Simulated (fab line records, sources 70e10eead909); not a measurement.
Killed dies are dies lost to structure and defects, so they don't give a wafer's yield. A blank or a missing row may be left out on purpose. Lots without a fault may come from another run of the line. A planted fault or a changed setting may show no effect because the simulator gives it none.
A struck lot beside a sound one | flow nand_harc | 15 steps out of a route of 1302
Sound: wafers L656.1, L656.4, L656.5. Struck: wafer L666.2. (L666.1, L666.4 of the same lot were not struck and are left out.) The cause comes at the end.
At each step with rows: each side's tool, then ch and its chambers, then its first start. Under that, the readings that differ: sound wafers | struck wafers | difference of the means | sigmas: that difference in standard deviations of wafers without a fault.
alike: readings whose means differ by less than 2 such deviations, and words and numbers that are the same on both sides. not compared: withheld readings, readings that some wafer has no value for, bounds like >300 that may hide the same value, and numbers for which the record gives no deviation and whose values overlap.
The two part at a step that has a row with sigmas, a row that says differs or no value, or rows on one side only. Numbers that don't overlap but have no deviation are shown without sigmas and don't part them. A reading that every wafer of one side lacks parts them only if that side has two wafers or more.

first, 3 steps without rows for these wafers: NHARC_THIN_TSV_EXPOSE_09 (exposes mask TSV); NHARC_THIN_TSV_PEB_10 (peb time 85 s); NHARC_THIN_TSV_DEVELOP_11 (time 70 s).
NHARC_THIN_TSV_CD_MEAS_12: target cd 1000 nm.
  sound on cd_sem-02 ch 0, day 25 12:39; struck on cd_sem-01 ch 0, day 27 06:56
  alike: cd_nm
then, 2 steps without rows for these wafers: NHARC_THIN_TSV_HARDBAKE_13 (time 80 s); NHARC_THIN_TSV_DESCUM_14 (chemistry O2, time 3 s).
NHARC_THIN_TSV_ETCH_44: etches the open film in CF4/O2, target depth 1594.2 nm, time 797.1 s.
  sound on rie_diel-11 ch 0,1,2, day 25 12:57; struck on rie_diel-11 ch 1, day 27 07:10
  alike: drypump_motor_current_A, oes_product_au, rf_vpp_V, showerhead_plenum_p_Torr, throttle_valve_pct
  not compared: rf_hours_counter_h
NHARC_THIN_TSV_ETCH_15: target depth 3000 nm, bosch target overetch cycles 2, bosch etch step 2.8 s.
  sound on rie_si-06 ch 0,1,3, day 25 13:28; struck on rie_si-05 ch 2, day 27 07:45
  alike: drypump_motor_current_A
  not compared: rf_hours_counter_h
NHARC_THIN_TSV_CD_MEAS_16:
  sound on cd_sem-02, day 25 13:37; struck on cd_sem-01, day 27 07:53
  reading    | sound                | struck | difference | sigmas
  cd_nm (nm) | 1001.1 1003.8 1002.5 | 998.8  | -3.7       | -2
NHARC_THIN_TSV_STRIP_45: strips in O2.
  sound on plasma_asher-02 ch 0,1, day 25 13:53; struck on plasma_asher-02 ch 1, day 27 07:58
  alike: drypump_motor_current_A, heater_power_w
  not compared: rf_hours_counter_h
then, 1 step without rows for these wafers: NHARC_THIN_TSV_STRIP_46 (strips in post etch residue remover, time 1200 s).
NHARC_THIN_TSV_DEP_47: deposits SiO2, target thk 200 nm.
  sound on pecvd-04 ch 1,2, day 25 14:38; struck on pecvd-01 ch 0, day 27 08:49
  alike: showerhead_vpp_V, throttle_valve_pct
  not compared: since_wet_clean_h
NHARC_THIN_TSV_ETCHBACK_48: etches the open film in C4F8/Ar, target depth 1028.5 nm, time 405.17 s.
  sound on rie_diel-07 ch 0,1,2, day 25 15:08; struck on rie_diel-10 ch 1, day 27 09:10
  reading        | sound       | struck  | difference | sigmas
  over_etch_frac | 0.3 0.3 0.3 | 0.23118 | -0.06882   |
  alike: oes_product_au, rf_vpp_V
  not compared: rf_hours_counter_h
NHARC_THIN_TSV_STRIP_62: strips in N2/H2, time 20 s.
  sound on plasma_asher-01 ch 0,1, day 25 15:28; struck on plasma_asher-01 ch 1, day 27 09:31
  alike: drypump_motor_current_A, heater_power_w
  not compared: rf_hours_counter_h
NHARC_END_SORT_01:
  sound on prober-01 ch 0, day 27 00:10; struck on prober-01 ch 0, day 28 00:23
  reading                  | sound          | struck | difference | sigmas
  defect_limited_yield (%) | 87.7 90.4 88.8 | 95.4   | +6.4       | +2
  killed_at_array          | 76 58 66       | 26     | -41        | -2
  killed_dies              | 83 65 76       | 31     | -44        | -2
  sort_bin_2_pct (%)       | 4.1 3.5 4.6    | 1.6    | -2.5       | -2
  sort_bin_4_pct (%)       | 6.8 5.0 6.4    | 2.5    | -3.6       | -2
  sort_n_pass              | 594 612 601    | 646    | +44        | +2
  sort_yield_pct (%)       | 87.7 90.4 88.8 | 95.4   | +6.4       | +2
  alike: killed_at_other, killed_at_periphery, killed_open, killed_short, sort_bin_3_pct, sort_rim_yield_pct

WHERE THEY PART
First at NHARC_THIN_TSV_CD_MEAS_16; last, within this record, at NHARC_END_SORT_01.

WHY: what the simulator had put in
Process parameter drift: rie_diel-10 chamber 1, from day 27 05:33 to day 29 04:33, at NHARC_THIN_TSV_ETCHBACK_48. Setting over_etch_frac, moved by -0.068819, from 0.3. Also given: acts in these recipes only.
